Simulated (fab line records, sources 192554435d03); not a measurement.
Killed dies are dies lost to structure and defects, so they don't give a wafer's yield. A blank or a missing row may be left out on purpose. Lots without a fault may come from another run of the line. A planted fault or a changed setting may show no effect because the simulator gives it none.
fab line records | flow n5_finfet
record lots=24 wafers=72 last_day=17
route steps=1938 shown HKMG_FIN@442 GATE_CUT@465 MOL_CONTACT_COAG@529
lots that met no fault: from a run of the same line without faults
start_h: hours from the record's first day to the start of the lot's first wafer shown | wait_h: hours since the lot's step before | " the same as in the row above | L1.1+2: a row that stands for several wafers | - no value, or no start given | * or withheld: withheld | < > ~ a bound
route shown NAME@n: a module of which the file shows steps, and the number in the route of the first | usual: mean/standard deviation of fault-free wafers | same: alike in all rows | chamber/n: place in a boat | sites: the reading at each site | _std_site: their standard deviation | _edge_site: outer sites' mean less inner sites' | radius_mm: how far each site lies from the wafer's centre | mask NAME#n: copy n | behind: the tool/chamber that last shaped the wafer | hold: why the lot was held/for how many hours/how that ended | device: the transistor (n, p or np) that didn't switch | end of line: the same wafers' tests at the end of the route | a step without rows: its recipe alone | killed: dies lost to structure and defects at the first sort, not the wafer's yield | map: a wafer's dies, x killed, . not, _ none there
set.NAME: the setting as run; set.NAME@STEP: as run at that earlier step | model.NAME: the simulator's own value behind a step, which no gauge read
steps of the route over a sample of lots; a table a step, a row a wafer
services: from which hour (start_h, from the record's first day; less than 0 if before it) a tool's chamber was out of use, for how many hours, and why
## steps
# step N5_HKMG_FIN_ALD_91
# recipe material=TiN target_thk_a=10 temp_c=400 ald_precursor_family=TiCl4 ald_co_reactant=NH3 pulse_time_s=1 purge_time_s=3 co_reactant_purge_time_s=2 co_reactant_pulse_time_s=2 ald_cycles=47 pressure_torr=3
# usual heater_power_w=851/81 precursor_pulse_height_rel=1.003/0.021
# columns lot.wafer tool chamber start_h wait_h heater_power_w precursor_pulse_height_rel
L074.1 ald_metal-02 0 77.51 0.3 861 0.969
L074.3 " 1 " " 870 0.969
L074.6 " 3 " " 758 1.030
L075.1 ald_metal-02 3 88.07 0.3 767 0.973
L075.3 " 1 " " 890 0.986
L075.6 " 1 " " 874 1.060
L076.1 ald_metal-03 2 88.43 0.3 981 0.991
L076.4 " 0 " " 943 0.992
L076.6 " 2 " " 987 0.990
L077.2 ald_metal-02 3 95.89 0.3 748 0.992
L077.3 " 2 " " 839 1.011
L077.5 " 2 " " 812 1.005
L078.1 ald_metal-01 3 102.02 0.3 740 1.042
L078.2 " 0 " " 921 0.984
L078.5 " 3 " " 744 0.997
L079.2 ald_metal-01 2 109.08 0.3 751 1.024
L079.4 " 0 " " 952 1.025
L079.6 " 0 " " 958 1.022
L080.1 ald_metal-02 3 112.90 0.3 760 0.998
L080.4 " 2 " " 826 1.049
L080.5 " 0 " " 836 0.998
L081.3 ald_metal-02 3 120.64 0.1 759 1.038
L081.5 " 3 " " 763 1.007
L081.6 " 0 " " 849 1.013
L082.1 ald_metal-02 3 126.20 0.3 743 1.018
L082.2 " 0 " " 839 1.006
L082.5 " 2 " " 827 1.012
L083.2 ald_metal-02 0 131.17 0.3 873 1.050
L083.3 " 1 " " 877 1.002
L083.4 " 2 " " 816 0.993
L084.1 ald_metal-02 2 138.76 0.3 830 0.993
L084.2 " 3 " " 767 0.998
L084.3 " 1 " " 881 0.981
L085.1 ald_metal-01 3 145.27 0.3 732 0.997
L085.2 " 0 " " 970 0.993
L085.3 " 1 " " 912 0.977
L086.1 ald_metal-01 2 149.08 0.3 748 1.005
L086.2 " 3 " " 740 1.015
L086.4 " 0 " " 953 1.004
L087.1 ald_metal-03 0 156.42 0.3 945 1.043
L087.5 " 3 " " 906 0.992
L087.6 " 0 " " 958 0.969
L088.2 ald_metal-01 0 161.72 0.3 967 1.002
L088.3 " 2 " " 752 1.011
L088.5 " 3 " " 738 0.993
L089.2 ald_metal-02 0 169.95 0.3 841 1.004
L089.5 " 2 " " 825 1.003
L089.6 " 3 " " 790 1.017
L090.1 ald_metal-03 2 172.81 0.3 994 1.062
L090.3 " 0 " " 936 1.001
L090.4 " 1 " " 911 1.003
L091.1 ald_metal-03 0 177.57 0.3 957 1.010
L091.2 " 3 " " 911 0.995
L091.6 " 2 " " 1000 0.950
L092.1 ald_metal-01 3 185.55 0.3 752 1.000
L092.2 " 0 " " 954 1.031
L092.4 " 1 " " 954 0.974
L093.2 ald_metal-02 0 188.92 0.3 845 0.987
L093.5 " 3 " " 758 1.005
L093.6 " 2 " " 834 1.029
L094.3 ald_metal-02 2 200.95 0.1 830 0.979
L094.4 " 0 " " 850 1.032
L094.5 " 1 " " 886 1.032
L095.1 ald_metal-03 3 202.35 0.3 879 0.992
L095.2 " 1 " " 920 0.989
L095.6 " 1 " " 923 1.026
L096.1 ald_metal-01 2 209.64 0.3 742 0.982
L096.2 " 0 " " 946 1.011
L096.5 " 1 " " 917 0.973
L097.1 ald_metal-01 0 213.72 0.3 937 0.982
L097.2 " 3 " " 722 1.003
L097.5 " 0 " " 947 0.993
# step N5_HKMG_FIN_W_FILL_22
# recipe material=W target_thk_a=600 temp_c=400 pressure_torr=39.4 time_s=18.2
# usual heater_power_w=806/45 throttle_valve_pct=19.9/0.99
# columns lot.wafer tool chamber start_h wait_h heater_power_w throttle_valve_pct
L074.1 cvd_w-01 0 80.21 0.0 802 20.6
L074.3 " 1 " " 755 19.2
L074.6 " 1 " " 770 19.2
L075.1 cvd_w-02 1 90.65 0.0 808 18.2
L075.3 " 1 " " 807 18.1
L075.6 " 0 " " 926 20.1
L076.1 cvd_w-01 1 91.13 0.0 782 19.2
L076.4 " 0 " " 803 20.8
L076.6 " 1 " " 764 18.8
L077.2 cvd_w-01 0 98.99 0.0 806 21.0
L077.3 " 1 " " 770 19.5
L077.5 " 0 " " 801 20.7
L078.1 cvd_w-01 1 105.00 0.0 763 19.3
L078.2 " 0 " " 797 20.9
L078.5 " 0 " " 811 20.7
L079.2 cvd_w-02 1 111.72 0.0 816 18.1
L079.4 " 0 " " 935 20.0
L079.6 " 1 " " 796 18.3
L080.1 cvd_w-01 1 115.60 0.0 766 19.3
L080.4 " 0 " " 790 20.6
L080.5 " 0 " " 811 20.8
L081.3 cvd_w-01 0 123.51 0.0 795 20.9
L081.5 " 1 " " 780 19.2
L081.6 " 0 " " 787 20.7
L082.1 cvd_w-01 0 128.78 0.0 807 20.7
L082.2 " 1 " " 801 19.5
L082.5 " 0 " " 810 20.6
L083.2 cvd_w-02 1 133.80 0.0 826 17.9
L083.3 " 1 " " 804 18.0
L083.4 " 0 " " 934 20.0
L084.1 cvd_w-01 1 141.35 0.0 772 19.2
L084.2 " 0 " " 802 21.1
L084.3 " 0 " " 795 20.7
L085.1 cvd_w-01 1 147.92 0.0 778 19.5
L085.2 " 0 " " 800 20.9
L085.3 " 1 " " 784 19.3
L086.1 cvd_w-01 1 151.70 0.0 758 19.3
L086.2 " 0 " " 816 21.0
L086.4 " 1 " " 781 19.1
L087.1 cvd_w-01 0 159.31 0.1 819 21.0
L087.5 " 0 " " 793 20.9
L087.6 " 0 " " 801 20.7
L088.2 cvd_w-01 1 164.32 0.0 760 19.4
L088.3 " 1 " " 760 19.7
L088.5 " 1 " " 792 19.1
L089.2 cvd_w-01 0 172.87 0.0 810 21.1
L089.5 " 1 " " 768 19.2
L089.6 " 0 " " 822 21.2
L090.1 cvd_w-01 0 175.51 0.0 796 21.0
L090.3 " 1 " " 759 19.2
L090.4 " 0 " " 817 21.1
L091.1 cvd_w-02 0 180.14 0.0 924 20.2
L091.2 " 1 " " 803 17.9
L091.6 " 0 " " 919 20.0
L092.1 cvd_w-01 0 188.29 0.0 825 20.9
L092.2 " 1 " " 790 19.4
L092.4 " 1 " " 777 19.2
L093.2 cvd_w-02 0 191.59 0.0 943 20.7
L093.5 " 0 " " 907 20.4
L093.6 " 1 " " 845 18.0
L094.3 cvd_w-01 1 204.13 0.0 797 19.3
L094.4 " 0 " " 789 21.2
L094.5 " 0 " " 800 21.0
L095.1 cvd_w-01 1 204.94 0.0 766 19.5
L095.2 " 0 " " 794 21.1
L095.6 " 1 " " 780 19.3
L096.1 cvd_w-01 0 212.38 0.0 800 21.0
L096.2 " 1 " " 752 19.5
L096.5 " 1 " " 782 19.3
L097.1 cvd_w-01 1 216.42 0.0 774 19.5
L097.2 " 0 " " 821 21.0
L097.5 " 0 " " 804 21.1
# step N5_GATE_CUT_ETCHBACK_00
# recipe chemistry=SF6/Cl2 target=W pressure_mtorr=8 icp_w=900 bias_w=80 SF6_flow_sccm=40 Cl2_flow_sccm=60
# usual drypump_motor_current_A=5.6/0.34 oes_product_au=0.83/0.12 rf_fwd_power_W=894/3.1 throttle_valve_pct=27.40/0.18
# columns lot.wafer tool chamber start_h wait_h drypump_motor_current_A oes_product_au rf_fwd_power_W rf_hours_counter_h throttle_valve_pct
L074.1 rie_metal-03 0 81.09 0.0 5.6 0.86 891 22 27.37
L074.3 " 0 " " 5.6 0.87 895 - 27.38
L074.6 " 0 " " 5.7 0.87 892 - 27.35
L075.1 rie_metal-01 0 91.50 0.0 5.1 0.92 899 5 27.28
L075.3 " 0 " " 5.1 0.92 894 - 27.30
L075.6 " 1 " " 5.5 0.56 892 - 27.61
L076.1 rie_metal-03 0 91.98 0.0 5.6 0.84 896 24 27.36
L076.4 " 0 " " 5.6 0.84 893 - 27.39
L076.6 " 0 " " 5.7 0.86 896 - 27.34
L077.2 rie_metal-02 1 99.84 0.0 5.3 0.57 891 146 27.98
L077.3 " 1 " " 5.3 0.56 897 - 27.97
L077.5 " 0 " " 6.3 0.65 896 - 27.36
L078.1 rie_metal-02 0 105.99 0.0 6.2 0.65 897 106 27.38
L078.2 " 1 " " 5.3 0.56 891 147 27.97
L078.5 " 1 " " 5.3 0.57 892 - 27.97
L079.2 rie_metal-01 0 112.61 0.1 5.1 0.89 895 - 27.29
L079.4 " 0 " " 5.1 0.91 894 - 27.30
L079.6 " 0 " " 5.1 0.89 896 - 27.29
L080.1 rie_metal-02 0 116.45 0.0 6.3 0.66 892 106 27.37
L080.4 " 0 " " 6.2 0.65 897 - 27.38
L080.5 " 0 " " 6.3 0.66 895 - 27.39
L081.3 rie_metal-03 1 124.40 0.1 5.7 0.96 897 - 27.24
L081.5 " 0 " " 5.6 0.84 891 - 27.37
L081.6 " 1 " " 5.7 0.95 894 - 27.22
L082.1 rie_metal-03 1 129.63 0.0 5.7 0.95 889 4 27.24
L082.2 " 0 " " 5.6 0.84 893 28 27.35
L082.5 " 0 " " 5.6 0.83 898 - 27.39
L083.2 rie_metal-03 1 134.66 0.0 5.7 0.94 894 4 27.24
L083.3 " 1 " " 5.7 0.94 890 - 27.24
L083.4 " 0 " " 5.6 0.84 895 - 27.37
L084.1 rie_metal-03 1 142.44 0.0 5.7 0.94 896 4 27.25
L084.2 " 0 " " 5.7 0.84 889 28 27.38
L084.3 " 0 " " 5.7 0.83 894 - 27.38
L085.1 rie_metal-03 1 148.78 0.0 5.7 0.93 896 5 27.24
L085.2 " 0 " " 5.7 0.82 895 29 27.38
L085.3 " 0 " " 5.6 0.83 891 - 27.38
L086.1 rie_metal-03 0 152.79 0.0 5.6 0.83 891 30 27.37
L086.2 " 1 " " 5.7 0.94 893 6 27.25
L086.4 " 0 " " 5.6 0.83 891 - 27.37
L087.1 rie_metal-02 1 160.19 0.0 5.3 1.01 892 1 27.75
L087.5 " 0 " " 6.3 0.65 891 - 27.38
L087.6 " 1 " " 5.3 1.00 894 - 27.74
L088.2 rie_metal-02 1 165.17 0.0 5.3 1.00 896 2 27.73
L088.3 " 1 " " 5.3 1.00 897 - 27.74
L088.5 " 0 " " 6.2 0.65 895 - 27.39
L089.2 rie_metal-03 1 173.72 0.0 5.8 0.92 894 8 27.26
L089.5 " 1 " " 5.7 0.91 893 - 27.25
L089.6 " 0 " " 5.6 0.82 896 - 27.39
L090.1 rie_metal-02 0 176.36 0.0 6.3 0.64 895 114 27.39
L090.3 " 0 " " 6.2 0.64 900 - 27.40
L090.4 " 1 " " 5.3 0.97 893 - 27.73
L091.1 rie_metal-01 0 181.00 0.0 5.1 0.85 897 16 27.32
L091.2 " 1 " " 5.5 0.92 903 6 27.35
L091.6 " 1 " " 5.5 0.91 898 - 27.33
L092.1 rie_metal-02 0 189.21 0.0 6.3 0.64 900 115 27.38
L092.2 " 1 " " 5.3 0.96 899 4 27.74
L092.4 " 1 " " 5.3 0.97 896 - 27.76
L093.2 rie_metal-03 1 192.45 0.0 5.8 0.90 889 9 27.25
L093.5 " 1 " " 5.7 0.90 888 - 27.26
L093.6 " 0 " " 5.6 0.82 892 - 27.39
L094.3 rie_metal-03 1 205.01 0.1 5.7 0.90 891 - 27.24
L094.4 " 0 " " 5.6 0.82 897 - 27.38
L094.5 " 0 " " 5.7 0.81 898 - 27.39
L095.1 rie_metal-01 1 205.79 0.0 5.5 0.90 891 8 27.35
L095.2 " 0 " " 5.1 0.84 894 18 27.31
L095.6 " 1 " " 5.5 0.90 892 - 27.34
L096.1 rie_metal-01 0 213.26 0.0 5.2 0.84 897 19 27.33
L096.2 " 1 " " 5.5 0.90 895 9 27.34
L096.5 " 1 " " 5.5 0.89 897 - 27.35
L097.1 rie_metal-01 1 217.28 0.0 5.5 0.89 898 9 27.35
L097.2 " 0 " " 5.2 0.83 895 20 27.31
L097.5 " 0 " " 5.2 0.83 899 - 27.31
# step N5_GATE_CUT_OVL_MEAS_14
# recipe points_per_wafer=522
# usual GATE_CUT_OVL=0.1/0.63
# columns lot.wafer tool chamber start_h wait_h GATE_CUT_OVL[nm]
L074.1 overlay-02 0 85.04 0.0 -0.8
L074.3 " 0 " " -0.4
L074.6 " 0 " " -1.5
L075.1 overlay-02 0 96.80 0.0 0.1
L075.3 " 0 " " -0.1
L075.6 " 0 " " -0.7
L076.1 overlay-02 0 96.84 0.0 0.3
L076.4 " 0 " " 0.7
L076.6 " 0 " " -0.5
L077.2 overlay-01 0 103.62 0.0 0.2
L077.3 " 0 " " 0.2
L077.5 " 0 " " 0.7
L078.1 overlay-02 0 109.71 0.0 -0.2
L078.2 " 0 " " -0.1
L078.5 " 0 " " 0.9
L079.2 overlay-02 0 116.84 0.0 0.9
L079.4 " 0 " " 1.5
L079.6 " 0 " " -0.4
L080.1 overlay-02 0 121.16 0.0 0.8
L080.4 " 0 " " 0.3
L080.5 " 0 " " 0.1
L081.3 overlay-02 0 128.19 0.0 -0.3
L081.5 " 0 " " -0.3
L081.6 " 0 " " 0.3
L082.1 overlay-01 0 133.34 0.0 -0.5
L082.2 " 0 " " 1.4
L082.5 " 0 " " -0.5
L083.2 overlay-02 0 138.25 0.0 0.9
L083.3 " 0 " " 1.1
L083.4 " 0 " " 0.6
L084.1 overlay-01 0 146.32 0.0 0.5
L084.2 " 0 " " -0.1
L084.3 " 0 " " 0.0
L085.1 overlay-01 0 152.78 0.0 0.1
L085.2 " 0 " " 0.3
L085.3 " 0 " " -1.2
L086.1 overlay-01 0 156.58 0.0 1.4
L086.2 " 0 " " 0.7
L086.4 " 0 " " 0.6
L087.1 overlay-02 0 163.94 0.0 0.0
L087.5 " 0 " " 0.8
L087.6 " 0 " " 1.3
L088.2 overlay-01 0 169.43 0.0 -0.9
L088.3 " 0 " " 0.3
L088.5 " 0 " " -0.3
L089.2 overlay-01 0 177.45 0.0 0.9
L089.5 " 0 " " -0.3
L089.6 " 0 " " 0.3
L090.1 overlay-01 0 180.10 0.0 0.1
L090.3 " 0 " " 1.2
L090.4 " 0 " " 0.2
L091.1 overlay-01 0 185.82 0.0 0.6
L091.2 " 0 " " -0.7
L091.6 " 0 " " 0.4
L092.1 overlay-02 0 192.92 0.0 0.4
L092.2 " 0 " " -0.5
L092.4 " 0 " " -0.2
L093.2 overlay-02 0 196.11 0.0 -0.3
L093.5 " 0 " " 0.2
L093.6 " 0 " " -1.0
L094.3 overlay-01 0 208.56 0.0 -0.3
L094.4 " 0 " " -0.7
L094.5 " 0 " " 0.0
L095.1 overlay-02 0 209.49 0.0 -1.1
L095.2 " 0 " " -0.4
L095.6 " 0 " " -0.7
L096.1 overlay-01 0 217.97 0.0 -0.5
L096.2 " 0 " " 0.2
L096.5 " 0 " " 0.1
L097.1 overlay-01 0 221.00 0.0 -0.3
L097.2 " 0 " " 0.0
L097.5 " 0 " " -0.8
# step N5_GATE_CUT_VAPOR_ETCH_49
# recipe chemistry=BCl3/Cl2 target=TiAlC mode=isotropic
# usual drypump_motor_current_A=5.6/0.37 oes_product_au=0.82/0.13
# columns lot.wafer tool chamber start_h wait_h drypump_motor_current_A oes_product_au
L074.1 rie_metal-01 1 85.73 0.0 5.5 0.56
L074.3 " 0 " " 5.1 0.90
L074.6 " 1 " " 5.5 0.55
L075.1 rie_metal-03 0 97.60 0.0 5.7 0.84
L075.3 " 0 " " 5.7 0.85
L075.6 " 0 " " 5.7 0.84
L076.1 rie_metal-02 1 97.65 0.0 5.3 0.56
L076.4 " 0 " " 6.3 0.66
L076.6 " 0 " " 6.2 0.66
L077.2 rie_metal-01 0 104.53 0.1 5.1 0.90
L077.3 " 0 " " 5.1 0.90
L077.5 " 0 " " 5.1 0.90
L078.1 rie_metal-02 1 110.41 0.0 5.3 0.56
L078.2 " 0 " " 6.2 0.66
L078.5 " 0 " " 6.2 0.65
L079.2 rie_metal-02 0 117.75 0.1 6.2 0.66
L079.4 " 0 " " 6.2 0.66
L079.6 " 0 " " 6.2 0.66
L080.1 rie_metal-03 0 121.85 0.0 5.7 0.84
L080.4 " 0 " " 5.7 0.82
L080.5 " 0 " " 5.6 0.84
L081.3 rie_metal-02 0 129.10 0.1 6.3 0.65
L081.5 " 0 " " 6.2 0.65
L081.6 " 0 " " 6.2 0.65
L082.1 rie_metal-01 0 134.03 0.0 5.1 0.87
L082.2 " 1 " " 5.5 0.98
L082.5 " 0 " " 5.1 0.87
L083.2 rie_metal-01 0 138.94 0.0 5.1 0.87
L083.3 " 0 " " 5.1 0.87
L083.4 " 1 " " 5.5 0.96
L084.1 rie_metal-02 1 147.01 0.0 5.3 1.02
L084.2 " 0 " " 6.3 0.65
L084.3 " 1 " " 5.3 1.03
L085.1 rie_metal-03 0 153.48 0.0 5.6 0.83
L085.2 " 1 " " 5.7 0.92
L085.3 " 0 " " 5.6 0.83
L086.1 rie_metal-01 1 157.51 0.0 5.5 0.94
L086.2 " 0 " " 5.2 0.85
L086.4 " 0 " " 5.2 0.86
L087.1 rie_metal-03 1 164.64 0.0 5.7 0.91
L087.5 " 0 " " 5.7 0.82
L087.6 " 1 " " 5.7 0.91
L088.2 rie_metal-01 0 170.12 0.0 5.2 0.86
L088.3 " 0 " " 5.1 0.86
L088.5 " 0 " " 5.1 0.85
L089.2 rie_metal-01 0 178.21 0.0 5.2 0.85
L089.5 " 0 " " 5.2 0.85
L089.6 " 1 " " 5.5 0.92
L090.1 rie_metal-03 0 180.81 0.0 5.6 0.82
L090.3 " 0 " " 5.6 0.81
L090.4 " 1 " " 5.7 0.89
L091.1 rie_metal-01 0 186.51 0.0 5.2 0.84
L091.2 " 1 " " 5.5 0.91
L091.6 " 0 " " 5.2 0.84
L092.1 rie_metal-02 1 193.73 0.0 5.3 0.96
L092.2 " 0 " " 6.3 0.64
L092.4 " 0 " " 6.2 0.65
L093.2 rie_metal-02 1 196.94 0.0 5.3 0.96
L093.5 " 0 " " 6.2 0.64
L093.6 " 1 " " 5.3 0.96
L094.3 rie_metal-01 0 209.25 0.0 5.1 0.83
L094.4 " 1 " " 5.5 0.90
L094.5 " 1 " " 5.5 0.90
L095.1 rie_metal-03 1 210.29 0.0 5.8 0.89
L095.2 " 0 " " 5.6 0.80
L095.6 " 0 " " 5.6 0.81
L096.1 rie_metal-03 1 218.67 0.0 5.7 0.88
L096.2 " 0 " " 5.6 0.81
L096.5 " 0 " " 5.7 0.80
L097.1 rie_metal-03 0 221.70 0.0 5.6 0.80
L097.2 " 1 " " 5.7 0.88
L097.5 " 1 " " 5.7 0.88
# step N5_MOL_CONTACT_COAG_DESCUM_13
# recipe chemistry=O2 time_s=7 source_power_w=50 bias_power_w=20 pressure_mtorr=20 rf_frequency_hz=2.712e+07 temp_c=40 resist=CAR-EUV o2_flow_sccm=225
# usual drypump_motor_current_A=5.6/0.43 oes_product_au=0.77/0.088 rf_fwd_power_W=49.40/0.19 rf_vpp_V=243.1/1.3 showerhead_plenum_p_Torr=2.09/0.073 throttle_valve_pct=20.39/0.2
# columns lot.wafer tool chamber start_h wait_h drypump_motor_current_A oes_product_au rf_fwd_power_W rf_hours_counter_h rf_vpp_V showerhead_plenum_p_Torr throttle_valve_pct
L074.1 rie_diel-05 1 88.95 0.0 5.2 0.75 49.37 153 242.6 2.09 20.38
L074.3 " 2 " " 5.6 0.77 49.71 157 243.7 2.19 20.06
L074.6 " 2 " " 5.6 0.77 49.52 - 243.0 2.19 20.07
L075.1 rie_diel-03 1 101.22 0.1 5.3 0.67 49.28 243 244.4 2.17 20.94
L075.3 " 3 " " 5.6 0.98 49.39 9 242.7 2.05 20.26
L075.6 " 0 " " 6.1 0.84 49.25 - 243.5 2.04 20.50
L076.1 rie_diel-05 2 101.23 0.1 5.6 0.77 49.66 162 243.7 2.18 20.07
L076.4 " 1 " " 5.2 0.74 49.76 158 242.5 2.09 20.39
L076.6 " 1 " " 5.2 0.76 49.74 - 243.3 2.09 20.41
L077.2 rie_diel-06 2 108.03 0.0 5.7 0.69 49.16 231 241.3 1.98 20.45
L077.3 " 1 " " 5.4 0.79 49.16 109 244.1 2.09 20.08
L077.5 " 3 " " 6.5 0.74 49.33 - 241.7 2.00 20.29
L078.1 rie_diel-05 3 114.03 0.1 5.2 0.68 49.37 246 243.6 2.05 20.75
L078.2 " 1 " " 5.2 0.74 49.47 163 241.9 2.09 20.42
L078.5 " 1 " " 5.2 0.75 49.47 - 243.2 2.09 20.40
L079.2 rie_diel-06 2 121.47 0.2 5.6 0.67 49.28 236 243.0 1.98 20.46
L079.4 " 1 " " 5.4 0.78 49.21 114 243.1 2.09 20.09
L079.6 " 2 " " 5.7 0.68 49.28 - 242.5 1.98 20.45
L080.1 rie_diel-03 3 125.54 0.1 5.6 0.94 49.64 18 242.8 2.05 20.28
L080.4 " 2 " " 6.2 0.75 49.68 - 243.6 2.02 20.44
L080.5 " 0 " " 6.1 0.83 49.37 - 240.9 2.04 20.51
L081.3 rie_diel-03 3 132.59 0.3 5.6 0.95 49.66 22 243.0 2.05 20.27
L081.5 " 3 " " 5.6 0.93 49.53 - 242.0 2.05 20.28
L081.6 " 0 " " 6.1 0.83 49.28 - 241.7 2.04 20.52
L082.1 rie_diel-05 0 137.34 0.0 5.7 0.72 49.62 179 242.5 2.07 20.44
L082.2 " 1 " " 5.2 0.75 49.55 171 243.5 2.08 20.40
L082.5 " 2 " " 5.7 0.76 49.36 - 244.6 2.18 20.09
L083.2 rie_diel-06 1 142.89 0.1 5.4 0.77 49.39 122 242.2 2.09 20.11
L083.3 " 2 " " 5.7 0.68 49.28 244 241.0 1.98 20.46
L083.4 " 3 " " 6.4 0.72 49.46 182 241.2 1.99 20.30
L084.1 rie_diel-05 1 150.32 0.0 5.2 0.73 49.24 176 243.0 2.08 20.43
L084.2 " 2 " " 5.6 0.76 49.42 180 244.0 2.18 20.09
L084.3 " 0 " " 5.7 0.72 49.35 184 244.0 2.07 20.45
L085.1 rie_diel-06 0 157.65 0.3 5.0 0.71 49.42 226 243.7 2.18 20.77
L085.2 " 1 " " 5.4 0.77 49.27 128 244.1 2.09 20.10
L085.3 " 3 " " 6.4 0.72 49.21 189 240.3 1.99 20.34
L086.1 rie_diel-05 1 160.99 0.2 5.2 0.73 49.37 180 242.4 2.08 20.42
L086.2 " 0 " " 5.7 0.72 49.25 187 243.5 2.07 20.46
L086.4 " 2 " " 5.7 0.76 49.80 184 244.4 2.18 20.08
L087.1 rie_diel-06 0 168.09 0.2 5.1 0.70 49.17 230 243.9 2.18 20.78
L087.5 " 0 " " 5.0 0.70 49.32 - 242.1 2.18 20.79
L087.6 " 1 " " 5.4 0.77 49.26 - 243.9 2.09 20.12
L088.2 rie_diel-05 1 173.35 0.1 5.2 0.72 49.63 186 243.0 2.08 20.43
L088.3 " 3 " " 5.2 0.93 49.41 - 243.0 2.05 20.47
L088.5 " 3 " " 5.2 0.93 49.63 - 242.9 2.05 20.48
L089.2 rie_diel-05 3 181.40 0.0 5.2 0.92 49.39 15 242.6 2.05 20.49
L089.5 " 3 " " 5.2 0.93 49.70 - 243.8 2.05 20.46
L089.6 " 0 " " 5.7 0.71 49.41 - 243.9 2.07 20.48
L090.1 rie_diel-06 1 184.32 0.4 5.4 0.77 49.23 141 243.4 2.08 20.12
L090.3 " 2 " " 5.7 0.98 48.98 1 245.2 2.24 20.17
L090.4 " 3 " " 6.4 0.71 49.16 202 241.2 1.99 20.34
L091.1 rie_diel-06 3 189.74 0.0 6.4 0.71 49.36 204 242.5 1.99 20.33
L091.2 " 2 " " 5.6 0.97 49.00 3 244.6 2.24 20.18
L091.6 " 2 " " 5.7 0.97 49.08 - 245.6 2.24 20.17
L092.1 rie_diel-06 0 197.37 0.0 5.0 0.70 49.48 244 245.2 2.17 20.81
L092.2 " 2 " " 5.6 0.95 49.00 5 246.6 2.24 20.18
L092.4 " 1 " " 5.4 0.76 49.06 145 243.9 2.08 20.12
L093.2 rie_diel-05 1 200.36 0.3 5.2 0.71 49.75 196 243.1 2.08 20.44
L093.5 " 0 " " 5.7 0.70 49.54 - 243.5 2.07 20.49
L093.6 " 3 " " 5.2 0.91 49.59 - 242.6 2.04 20.51
L094.3 rie_diel-05 3 212.47 0.0 5.2 0.89 49.44 27 241.1 2.04 20.51
L094.4 " 2 " " 5.6 0.75 49.79 196 244.6 2.17 20.10
L094.5 " 0 " " 5.7 0.70 49.38 - 243.7 2.07 20.48
L095.1 rie_diel-06 2 213.55 0.0 5.6 0.95 49.12 10 245.0 2.24 20.18
L095.2 " 1 " " 5.4 0.75 49.40 150 243.7 2.08 20.13
L095.6 " 3 " " 6.4 0.70 49.31 - 241.1 1.98 20.35
L096.1 rie_diel-05 1 221.85 0.0 5.2 0.71 49.32 202 244.5 2.07 20.48
L096.2 " 3 " " 5.2 0.89 49.46 30 242.3 2.04 20.51
L096.5 " 3 " " 5.2 0.89 49.46 - 241.9 2.04 20.50
L097.1 rie_diel-06 1 225.85 0.0 5.4 0.75 49.28 153 242.1 2.08 20.14
L097.2 " 2 " " 5.7 0.92 49.40 14 245.5 2.23 20.20
L097.5 " 1 " " 5.4 0.75 49.43 - 244.4 2.08 20.15
## services
# columns tool chamber start_h hours kind
ald_metal-01 1 54.61 12.1 repair
rie_metal-03 1 57.49 5.6 repair
cvd_w-01 - 66.24 6.9 pm
cvd_w-02 1 82.13 2.9 repair
ald_metal-02 0 83.91 9.8 repair
ald_metal-02 1 93.60 30.1 repair
rie_diel-06 3 94.68 12.9 repair
ald_metal-02 3 97.60 3.6 repair
ald_metal-02 - 97.67 1.4 repair
rie_metal-01 - 99.38 1.0 repair
ald_metal-02 - 107.38 0.4 repair
rie_metal-02 - 111.94 2.8 pm
cvd_w-01 - 118.93 0.5 repair
rie_metal-02 1 136.39 1.8 repair
rie_metal-03 1 145.12 1.7 repair
rie_metal-01 - 148.56 1.0 repair
ald_metal-03 0 149.94 1.9 repair
cvd_w-01 1 155.84 5.0 repair
rie_diel-05 2 169.34 16.3 repair
rie_diel-05 0 170.33 5.8 repair
cvd_w-02 - 202.73 6.9 pm
rie_metal-02 1 206.40 14.0 repair
ald_metal-03 3 219.06 25.0 repair
rie_metal-02 0 219.95 4.2 repair
## key
fault none
